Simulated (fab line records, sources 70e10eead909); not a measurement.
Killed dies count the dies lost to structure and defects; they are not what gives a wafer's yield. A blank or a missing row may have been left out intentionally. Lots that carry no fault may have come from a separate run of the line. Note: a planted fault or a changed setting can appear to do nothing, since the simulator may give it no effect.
The tool behind it: which one? -- flow nand harc -- 72 wafers from 24 lots sampled at 6 of the route's 1302 steps

WHAT THE GAUGES READ, wafer by wafer
NHARC_A_CONTACT_OVL_MEAS_43.
lot,measured,on,overlay x nm (nm),overlay y nm (nm)
L075,day 21 23:19,overlay-01,-1.1 -0.1 -1.3,-0.2 0.1 -0.6
L074,day 22 05:16,overlay-01,-0.7 -0.7 -0.3,1.1 1.0 1.1
L076,day 21 23:01,overlay-02,-0.6 0.3 -0.4,0.0 -0.1 -0.8
L077,day 22 09:53,overlay-02,-1.3 -2.2 -1.2,1.7 1.5 1.5
L078,day 22 10:05,overlay-01,1.5 1.7 1.5,1.4 1.3 1.3
L080,day 22 20:42,overlay-01,0.7 0.4 0.5,0.7 0.2 -0.6
L079,day 23 07:10,overlay-02,-1.9 -1.1 -1.5,-1.1 -1.0 -1.5
L084,day 24 22:00,overlay-01,0.9 1.4 1.8,-0.1 -0.5 -0.4
L082,day 25 01:19,overlay-02,0.4 0.2 0.7,0.1 0.2 0.1
L083,day 25 08:41,overlay-02,1.6 1.1 1.4,0.7 0.2 0.6
L081,day 25 08:10,overlay-02,0.6 0.1 0.0,-1.1 -0.7 -0.6
L085,day 25 20:28,overlay-02,-0.1 -0.1 -0.3,-0.9 -0.1 -1.0
L086,day 26 00:30,overlay-02,-1.6 -1.1 -1.3,0.4 -0.6 0.1
L088,day 26 23:55,overlay-01,-0.6 0.1 0.2,0.6 -0.1 0.3
L089,day 27 04:33,overlay-01,-0.4 -0.1 0.3,-1.7 -1.2 -1.2
L087,day 27 10:33,overlay-01,0.2 0.2 0.1,-0.7 -0.3 -0.6
L091,day 27 23:00,overlay-02,-0.2 -0.5 -0.4,1.1 0.7 0.7
L090,day 28 02:01,overlay-02,0.6 -0.7 -0.3,0.8 0.9 0.9
L092,day 28 06:32,overlay-02,1.1 1.2 0.8,-0.6 -1.0 -0.8
L093,day 28 22:14,overlay-02,1.3 0.9 1.1,-0.1 0.5 0.0
L094,day 28 20:57,overlay-01,-0.5 -0.3 -0.3,-1.3 -0.5 -0.9
L097,day 30 09:41,overlay-02,0.1 0.0 0.0,-0.2 -0.2 -0.4
L096,day 30 15:18,overlay-02,-1.2 -1.1 -1.5,0.9 1.0 0.9
L095,day 31 04:01,overlay-02,0.3 -0.1 0.8,1.1 1.0 0.6

NHARC_A_CONTACT_CD_MEAS_69: target cd 300 nm.
lot,measured,on,cd nm (nm)
L075,day 22 10:08,cd sem-03,300.7 299.4 301.1
L074,day 22 16:47,cd sem-01,299.7 299.4 300.2
L076,day 22 13:14,cd sem-03,300.3 300.7 300.6
L077,day 22 20:07,cd sem-01,300.6 299.6 300.4
L078,day 22 20:22,cd sem-03,299.7 299.2 300.3
L080,day 23 10:16,cd sem-02,300.5 301.1 300.6
L079,day 23 18:11,cd sem-03,300.5 300.1 299.6
L084,day 25 08:07,cd sem-02,300.2 300.3 300.2
L082,day 25 13:49,cd sem-02,299.7 300.2 299.2
L083,day 25 20:28,cd sem-02,299.4 300.3 300.2
L081,day 25 20:29,cd sem-01,299.0 300.0 299.5
L085,day 26 07:12,cd sem-03,300.0 299.7 299.5
L086,day 26 15:55,cd sem-02,300.3 298.9 299.8
L088,day 27 10:05,cd sem-02,299.8 299.1 299.4
L089,day 27 16:04,cd sem-01,299.8 299.5 299.6
L087,day 27 21:05,cd sem-01,299.2 299.3 299.9
L091,day 28 09:05,cd sem-02,299.5 299.7 299.7
L090,day 28 12:41,cd sem-02,298.9 300.4 300.1
L092,day 28 16:40,cd sem-03,300.5 300.2 301.0
L093,day 29 12:37,cd sem-03,299.1 300.1 299.0
L094,day 29 09:30,cd sem-02,299.5 299.0 299.9
L097,day 30 21:34,cd sem-01,299.9 299.7 300.3
L096,day 31 02:11,cd sem-01,299.4 299.7 299.5
L095,day 31 15:03,cd sem-01,299.3 299.8 299.2

EACH LOT AND THE TOOL THAT RAN IT (in order: tool; ch and the chambers of the sampled wafers; start)
lot,NHARC_A_SGD_CUT_ETCHBACK_24,NHARC_A_CONTACT_ETCH_49,NHARC_A_CONTACT_ETCH_120,NHARC_A_CONTACT_ETCH_121
L075,"rie diel-10 ch 1,2,3, day 20 03:26","rie diel-01 ch 0,2,3, day 22 02:50 or earlier","har cap etch-02 ch 0,1, day 22 02:50","har cap etch-02 ch 0,1, day 22 03:00"
L074,"rie diel-10 ch 1,3, day 20 07:28","rie diel-04 ch 1,2,3, day 22 08:49 or earlier","har cap etch-02 ch 0,1, day 22 08:49","har cap etch-02 ch 0,1, day 22 08:59"
L076,"rie diel-06 ch 1,2,3, day 20 07:28","rie diel-04 ch 0,2, day 22 02:53 or earlier","har cap etch-03 ch 0,1, day 22 02:53","har cap etch-03 ch 0,1, day 22 03:03"
L077,"rie diel-06 ch 0,1,2, day 20 07:35","rie diel-08 ch 2,3, day 22 13:22 or earlier","har cap etch-01 ch 1, day 22 13:22","har cap etch-01 ch 1, day 22 13:32"
L078,"rie diel-06 ch 0,1,3, day 20 10:52","rie diel-04 ch 1,2,3, day 22 13:37 or earlier","har cap etch-03 ch 0,1, day 22 13:37","har cap etch-03 ch 0,1, day 22 13:47"
L080,"rie diel-03 ch 0,2,3, day 21 00:14","rie diel-04 ch 0,1,3, day 23 01:40 or earlier","har cap etch-03 ch 0,1, day 23 01:40","har cap etch-03 ch 0,1, day 23 01:50"
L079,"rie diel-10 ch 0,1,3, day 21 11:49","rie diel-01 ch 0,2,3, day 23 10:40 or earlier","har cap etch-02 ch 0,1, day 23 10:40","har cap etch-02 ch 0,1, day 23 10:50"
L084,"rie diel-06 ch 0,1,2, day 23 03:35","rie diel-08 ch 2,3, day 25 01:30 or earlier","har cap etch-03 ch 0, day 25 01:30","har cap etch-03 ch 0, day 25 01:40"
L082,"rie diel-10 ch 0,2,3, day 23 03:35","rie diel-04 ch 1,2, day 25 05:11 or earlier","har cap etch-02 ch 0,1, day 25 05:11","har cap etch-02 ch 0,1, day 25 05:21"
L083,"rie diel-10 ch 0,1,2, day 23 08:35","rie diel-01 ch 0,1,2, day 25 12:44 or earlier","har cap etch-02 ch 0,1, day 25 12:44","har cap etch-02 ch 0,1, day 25 12:58"
L081,"rie diel-06 ch 0,2,3, day 23 08:35","rie diel-04 ch 2,3, day 25 12:01 or earlier","har cap etch-03 ch 0,1, day 25 12:01","har cap etch-03 ch 0,1, day 25 12:11"
L085,"rie diel-03 ch 0,1,2, day 23 23:51","rie diel-04 ch 1,2,3, day 26 00:23 or earlier","har cap etch-03 ch 0,1, day 26 00:23","har cap etch-03 ch 0,1, day 26 00:33"
L086,"rie diel-10 ch 0,3, day 23 23:52","rie diel-08 ch 0,1,3, day 26 04:04 or earlier","har cap etch-01 ch 0,1, day 26 04:04","har cap etch-01 ch 0,1, day 26 04:14"
L088,"rie diel-03 ch 0,3, day 24 23:19","rie diel-08 ch 0,1,3, day 27 03:23 or earlier","har cap etch-03 ch 0,1, day 27 03:23","har cap etch-03 ch 0,1, day 27 03:34"
L089,"rie diel-06 ch 0,1, day 25 06:05","rie diel-04 ch 0,1, day 27 08:35 or earlier","har cap etch-02 ch 0,1, day 27 08:35","har cap etch-02 ch 0,1, day 27 08:49"
L087,"rie diel-03 ch 0,2,3, day 25 06:08","rie diel-08 ch 1,3, day 27 14:02 or earlier","har cap etch-03 ch 0,1, day 27 14:02","har cap etch-03 ch 0,1, day 27 14:13"
L091,"rie diel-06 ch 0,2,3, day 26 02:37","rie diel-04 ch 0,2,3, day 28 02:29 or earlier","har cap etch-02 ch 0,1, day 28 02:29","har cap etch-02 ch 0,1, day 28 02:39"
L090,"rie diel-03 ch 0,2, day 26 02:37","rie diel-04 ch 1,2,3, day 28 05:39 or earlier","har cap etch-03 ch 0,1, day 28 05:39","har cap etch-03 ch 0,1, day 28 05:49"
L092,"rie diel-06 ch 1,2,3, day 26 02:46","rie diel-04 ch 0,2,3, day 28 10:04 or earlier","har cap etch-01 ch 0,1, day 28 10:04","har cap etch-01 ch 0,1, day 28 10:15"
L093,"rie diel-10 ch 0,1,2, day 27 00:52","rie diel-08 ch 0,1,3, day 29 01:44 or earlier","har cap etch-01 ch 0,1, day 29 01:44","har cap etch-01 ch 0,1, day 29 01:54"
L094,"rie diel-06 ch 0,2,3, day 27 00:53","rie diel-04 ch 0,1,2, day 29 00:28 or earlier","har cap etch-02 ch 0,1, day 29 00:28","har cap etch-02 ch 0,1, day 29 00:38"
L097,"rie diel-03 ch 2,3, day 28 14:01","rie diel-04 ch 1,2, day 30 13:43 or earlier","har cap etch-03 ch 0,1, day 30 13:43","har cap etch-03 ch 0,1, day 30 13:56"
L096,"rie diel-03 ch 0,3, day 28 14:05","rie diel-08 ch 0,3, day 30 18:53 or earlier","har cap etch-02 ch 0,1, day 30 18:53","har cap etch-02 ch 0,1, day 30 19:03"
L095,"rie diel-10 ch 1,3, day 29 08:05","rie diel-04 ch 2,3, day 31 07:33 or earlier","har cap etch-02 ch 0,1, day 31 07:33","har cap etch-02 ch 0,1, day 31 07:43"
- NHARC_A_SGD_CUT_ETCHBACK_24: etches the open film in CH3F/O2, target depth 50 nm, time 92.857 s.
- NHARC_A_CONTACT_ETCH_49: etches the open film in N2/H2, target depth 260 nm, time 475.3 s.
- NHARC_A_CONTACT_ETCH_120: etches the open film in C4F8/O2/Ar, time 190 s, target depth 1850 nm.
- NHARC_A_CONTACT_ETCH_121: etches the open film in C4F8/O2/Ar, time 190 s, target depth 1850 nm.

WHAT THE TOOLS THEMSELVES READ (means of the sampled wafers that have a number; where no wafer has one, the mark that the record gives instead)
NHARC_A_SGD_CUT_ETCHBACK_24.
lot,tool,drypump motor current A (A),oes product au (a.u.),rf fwd power W (W),rf vpp V (V),showerhead plenum p Torr (Torr),throttle valve pct (%)
L075,rie diel-10,5.8,0.99,496.7,245.4,2.50,20.669
L074,rie diel-10,6.0,1.02,496.4,245.7,2.53,20.674
L076,rie diel-06,5.4,0.93,498.4,245.8,2.52,20.670
L077,rie diel-06,5.4,0.95,498.2,246.1,2.60,20.665
L078,rie diel-06,5.6,0.92,497.6,244.9,2.48,20.665
L080,rie diel-03,5.8,1.01,497.6,244.3,2.45,20.664
L079,rie diel-10,5.8,1.00,497.4,244.2,2.47,20.653
L084,rie diel-06,5.4,0.93,495.9,246.2,2.59,20.662
L082,rie diel-10,5.8,0.91,497.3,244.9,2.46,20.672
L083,rie diel-10,5.6,1.00,496.4,244.1,2.45,20.662
L081,rie diel-06,5.6,1.00,496.1,244.5,2.48,20.661
L085,rie diel-03,6.0,1.01,497.3,243.3,2.46,20.662
L086,rie diel-10,5.8,0.91,498.3,244.5,2.43,20.662
L088,rie diel-03,5.8,1.00,496.1,243.2,2.43,20.661
L089,rie diel-06,5.6,0.93,499.0,245.3,2.54,20.669
L087,rie diel-03,5.8,0.93,496.4,244.0,2.45,20.654
L091,rie diel-06,5.6,0.99,497.7,244.8,2.48,20.670
L090,rie diel-03,5.9,0.93,498.2,244.9,2.48,20.665
L092,rie diel-06,5.4,0.93,497.6,245.7,2.52,20.662
L093,rie diel-10,5.6,1.00,497.3,244.0,2.45,20.659
L094,rie diel-06,5.6,0.99,496.7,245.2,2.48,20.668
L097,rie diel-03,5.8,0.98,498.5,245.4,2.47,20.666
L096,rie diel-03,5.7,0.91,494.6,245.0,2.42,20.661
L095,rie diel-10,6.0,0.93,496.6,245.3,2.52,20.669

NHARC_A_CONTACT_ETCH_49.
lot,tool,drypump motor current A (A),oes product au (a.u.),rf fwd power W (W),rf vpp V (V),showerhead plenum p Torr (Torr),throttle valve pct (%)
L075,rie diel-01,5.8,1.004,400.4,430.5,2.02,14.168
L074,rie diel-04,6.0,1.002,400.6,433.6,2.12,14.174
L076,rie diel-04,6.3,0.997,398.2,431.3,2.08,14.168
L077,rie diel-08,5.7,1.007,398.4,429.6,2.00,14.170
L078,rie diel-04,6.0,1.012,400.7,432.0,2.12,14.169
L080,rie diel-04,6.2,1.010,399.4,432.1,2.08,14.177
L079,rie diel-01,5.8,1.006,400.3,429.5,2.02,14.173
L084,rie diel-08,5.7,1.009,397.7,429.2,1.98,14.172
L082,rie diel-04,6.0,0.994,399.5,433.0,2.12,14.174
L083,rie diel-01,5.8,1.000,399.0,434.5,2.16,14.174
L081,rie diel-04,6.0,0.995,399.0,432.8,2.14,14.171
L085,rie diel-04,6.0,0.995,399.6,432.2,2.11,14.165
L086,rie diel-08,5.6,1.002,399.7,430.2,2.04,14.179
L088,rie diel-08,5.6,0.998,398.4,430.7,2.04,14.172
L089,rie diel-04,6.2,0.999,399.8,430.3,2.05,14.170
L087,rie diel-08,5.7,0.992,397.5,430.3,2.05,14.176
L091,rie diel-04,6.1,0.993,398.9,431.8,2.11,14.172
L090,rie diel-04,6.0,1.002,400.2,432.0,2.11,14.165
L092,rie diel-04,6.1,0.996,397.8,432.4,2.11,14.162
L093,rie diel-08,5.6,1.012,398.1,430.2,2.03,14.172
L094,rie diel-04,6.2,0.995,400.1,431.4,2.08,14.176
L097,rie diel-04,6.0,0.991,400.4,432.7,2.11,14.171
L096,rie diel-08,5.6,1.009,398.3,428.7,1.99,14.167
L095,rie diel-04,6.0,0.987,399.1,433.7,2.14,14.175

THE ANSWER, worked out from the rows above alone
Rule: what is usual is taken from the lots themselves. The widest of any qualifying gaps counts: lots, ordered by their means at a reading, are off when they make up no more than a third of the lots, leave a main group of 4 or more, and stand apart from it by 3 or more times the standard deviation of that group's means. The tables above print the reading to a certain number of digits; a main group whose means all agree to those digits is not used. Also off: a lot with no number at a reading for which 4 or more lots have one. The other lots that the step has rows for count as sound. Order of review: gauges by route order, followed by the tools' own readings, for which a lot's mean as printed above is used. At the first step where some lot is off, the reading lying furthest off is the one used; lots without a number count as furthest.
No lot is off on any of the readings shown, so nothing can be concluded from this.

WHAT THE SIMULATOR PUT IN
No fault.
